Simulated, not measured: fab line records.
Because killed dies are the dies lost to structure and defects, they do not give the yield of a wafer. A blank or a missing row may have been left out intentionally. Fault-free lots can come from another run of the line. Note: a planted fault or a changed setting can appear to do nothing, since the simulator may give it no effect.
Chamber matching || flow n5_finfet || pecvd-01 running N5_FIN_SAQP_HM_DEP_03: 3 sister chambers
The step deposits SiNx from SiH4/NH3/N2, target thk 38 nm, time 33.6 s. 5 wafers are shown with their chamber, then 8 later ones without.

== EACH WAFER AND ITS CHAMBER ==
{"wafer": "L085.5", "chamber": 0, "throttle_valve_pct (%)": 38.4, "heater_power_w (W)": 640}
{"wafer": "L087.1", "chamber": 2, "throttle_valve_pct (%)": 39.8, "heater_power_w (W)": 1029}
{"wafer": "L087.4", "chamber": 1, "throttle_valve_pct (%)": 40.3, "heater_power_w (W)": 773}
{"wafer": "L087.5", "chamber": 2, "throttle_valve_pct (%)": 40.1, "heater_power_w (W)": 1041}
{"wafer": "L089.1", "chamber": 1, "throttle_valve_pct (%)": 40.5, "heater_power_w (W)": 903}

== WAFERS WITHOUT THEIR CHAMBER ==
{"wafer": "L089.5", "throttle_valve_pct (%)": 39.9, "heater_power_w (W)": 1072}
{"wafer": "L089.6", "throttle_valve_pct (%)": 38.2, "heater_power_w (W)": 728}
{"wafer": "L092.1", "throttle_valve_pct (%)": 40.2, "heater_power_w (W)": 760}
{"wafer": "L092.3", "throttle_valve_pct (%)": 40.3, "heater_power_w (W)": 1041}
{"wafer": "L092.4", "throttle_valve_pct (%)": 38.2, "heater_power_w (W)": 731}
{"wafer": "L097.1", "throttle_valve_pct (%)": 40.3, "heater_power_w (W)": 900}
{"wafer": "L097.5", "throttle_valve_pct (%)": 38.3, "heater_power_w (W)": 677}
{"wafer": "L097.6", "throttle_valve_pct (%)": 40.4, "heater_power_w (W)": 898}

== WHICH CHAMBER EACH ONE RAN IN ==
{"wafer": "L089.5", "from the rows above": 2, "in truth": 2}
{"wafer": "L089.6", "from the rows above": 0, "in truth": 0}
{"wafer": "L092.1", "from the rows above": 1, "in truth": 1}
{"wafer": "L092.3", "from the rows above": "can't be placed: 2 or 1", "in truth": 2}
{"wafer": "L092.4", "from the rows above": 0, "in truth": 0}
{"wafer": "L097.1", "from the rows above": "can't be placed: 1 or 2", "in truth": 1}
{"wafer": "L097.5", "from the rows above": 0, "in truth": 0}
{"wafer": "L097.6", "from the rows above": 1, "in truth": 1}
Correctly placed: 6 of 8. Not placeable from these rows: 2 (in 2, the candidates include the true chamber). Number placed wrongly: 0.
How it was worked out, from the rows above alone: a wafer's distance from a chamber is the root of the sum, over the readings, of the square of ((its reading less the chamber's mean) divided by the reading's scatter). The wafer belongs to the nearest chamber; if the next one is less than 2 further off, it can't be placed. A chamber's mean is the mean of its shown wafers. The scatter is the square root of a quotient: the sum, over the shown wafers, of each reading's squared deviation from its chamber's mean, divided by wafers minus chambers.
